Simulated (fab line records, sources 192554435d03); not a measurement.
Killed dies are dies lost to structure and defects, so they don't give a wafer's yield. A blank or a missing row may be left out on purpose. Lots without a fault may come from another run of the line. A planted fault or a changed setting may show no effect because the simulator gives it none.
A struck lot beside a sound one | flow n5_finfet | 16 steps out of a route of 1938
Sound: wafers L484.1, L484.3, L484.5. Struck: wafer L477.2. (L477.1, L477.5 of the same lot were not struck and are left out.) The cause comes at the end.
At each step with rows: each side's tool, then ch and its chambers, then its first start. Under that, the readings that differ: sound wafers | struck wafers | difference of the means | sigmas: that difference in standard deviations of wafers without a fault.
alike: readings whose means differ by less than 2 such deviations, and words and numbers that are the same on both sides. not compared: withheld readings, readings that some wafer has no value for, bounds like >300 that may hide the same value, and numbers for which the record gives no deviation and whose values overlap.
The two part at a step that has a row with sigmas, a row that says differs or no value, or rows on one side only. Numbers that don't overlap but have no deviation are shown without sigmas and don't part them. A reading that every wafer of one side lacks parts them only if that side has two wafers or more.

N5_HKMG_FIN_STRIP_89: strips SOC in N2/H2, time 20 s.
  sound on rie_diel-03 ch 0,1,2, day 8 05:03; struck on rie_diel-03 ch 3, day 6 14:36
  alike: drypump_motor_current_A, h2_flow_sccm, oes_product_au, rf_vpp_V, showerhead_plenum_p_Torr, throttle_valve_pct
  not compared: rf_hours_counter_h
then, 2 steps without rows for these wafers: N5_HKMG_FIN_WET_ETCH_87 (etches TiN in SC1, time 154.2 s, target depth 4.7 nm, rinse time 30 s); N5_HKMG_FIN_STRIP_88 (strips in N2/H2, time 360 s).
N5_HKMG_FIN_NWFM_ALD_20: deposits TiAlC, target thk 2 nm, pulse time 3 s, purge time 2 s.
  sound on ald_metal-04 ch 1,2,3, day 8 05:38; struck on ald_metal-01 ch 3, day 6 15:23
  alike: heater_power_w, precursor_pulse_height_rel
  not compared: ald_cycles
then, 2 steps without rows for these wafers: N5_HKMG_FIN_ALD_71 (deposits TiN, target thk 1 nm, pulse time 1 s, purge time 3 s); N5_HKMG_FIN_COAT_66 (time 60 s, resist thk 300 nm).
N5_HKMG_FIN_ETCH_67: etches SOC in N2/H2, stops on TiN, target depth 388.9 nm.
  sound on rie_diel-03 ch 0,1,3, day 8 06:08; struck on rie_diel-03 ch 0, day 6 15:51
  alike: drypump_motor_current_A, h2_flow_sccm, oes_product_au, rf_vpp_V, showerhead_plenum_p_Torr, throttle_valve_pct
  not compared: rf_hours_counter_h
N5_HKMG_FIN_STRIP_90: strips SOC in N2/H2, time 20 s.
  sound on rie_diel-03 ch 0,1,3, day 8 06:11; struck on rie_diel-03 ch 0, day 6 15:55
  alike: drypump_motor_current_A, h2_flow_sccm, oes_product_au, rf_vpp_V, showerhead_plenum_p_Torr, throttle_valve_pct
  not compared: rf_hours_counter_h
then, 4 steps without rows for these wafers: N5_HKMG_FIN_WET_ETCH_73 (etches the open film in SC1, time 42.3 s, target depth 1.3 nm, rinse time 30 s); N5_HKMG_FIN_ETCHBACK_68 (etches the open film in Cl2/Ar, stops on HfO2, target depth 0.5 nm); N5_HKMG_FIN_STRIP_69 (strips in N2/H2, time 360 s); N5_HKMG_FIN_ALD_21 (deposits TiN, target thk 1.5 nm, pulse time 1 s, purge time 3 s).
N5_HKMG_FIN_ALD_72: deposits W, target thk 2 nm, pulse time 1 s, purge time 2 s.
  sound on cvd_w-02 ch 0, day 8 07:14; struck on cvd_w-01 ch 1, day 6 16:57
  reading                                | sound | struck | difference | sigmas
  ald_cycles                             | 7 7 7 | 9      | +2         |
  model.W_of_HKMG_FIN_ALD_72.thk_nm (nm) | 2 2 2 | 2.8    | +0.8       |
  alike: heater_power_w, precursor_pulse_height_rel
N5_HKMG_FIN_W_FILL_22: material W, target thk 60 nm, time 18.2 s.
  sound on cvd_w-02 ch 0, day 8 07:17; struck on cvd_w-01 ch 1, day 6 17:01
  alike: heater_power_w, throttle_valve_pct
-- the record jumps here: 4 days lie between the struck wafers' starts before and after (it left off in module HKMG_FIN and takes up again in module BEOL_M4, whose first step shown is number 1111 of the route) --
N5_BEOL_M4_RC_MEAS_101:
  sound on prober-01 ch 0, day 12 09:32; struck on prober-02 ch 0, day 10 05:58
  reading       | sound       | struck | difference | sigmas
  ION_N (uA/um) | 694 679 684 | 661    | -25        | -2
  alike: DIBL_N, DIBL_P, IOFF_N, IOFF_P, ION_P, SS_N, SS_P, VT_N, VT_P
-- the record jumps here: 4 days lie between the struck wafers' starts before and after (it left off in module BEOL_M4 and takes up again in module PASSIVATION, whose first step shown is number 1936 of the route) --
N5_PASSIVATION_PROBE_49:
  sound on prober-01, day 16 19:22; struck on prober-02, day 13 22:35
  alike: defect_limited_yield, killed_at_M0_to_M3, killed_at_M4_up, killed_at_contacts, killed_at_front_end, killed_at_other, killed_dies, killed_on_rim, killed_open, killed_short, sort_bin_4_leakage, sort_bin_5_function, sort_bin_6_memory, sort_n_pass, sort_yield_pct

WHERE THEY PART
Only at N5_BEOL_M4_RC_MEAS_101, within this record. Later steps at which nothing parts them and some readings are alike: N5_PASSIVATION_PROBE_49.

WHY: what the simulator had put in
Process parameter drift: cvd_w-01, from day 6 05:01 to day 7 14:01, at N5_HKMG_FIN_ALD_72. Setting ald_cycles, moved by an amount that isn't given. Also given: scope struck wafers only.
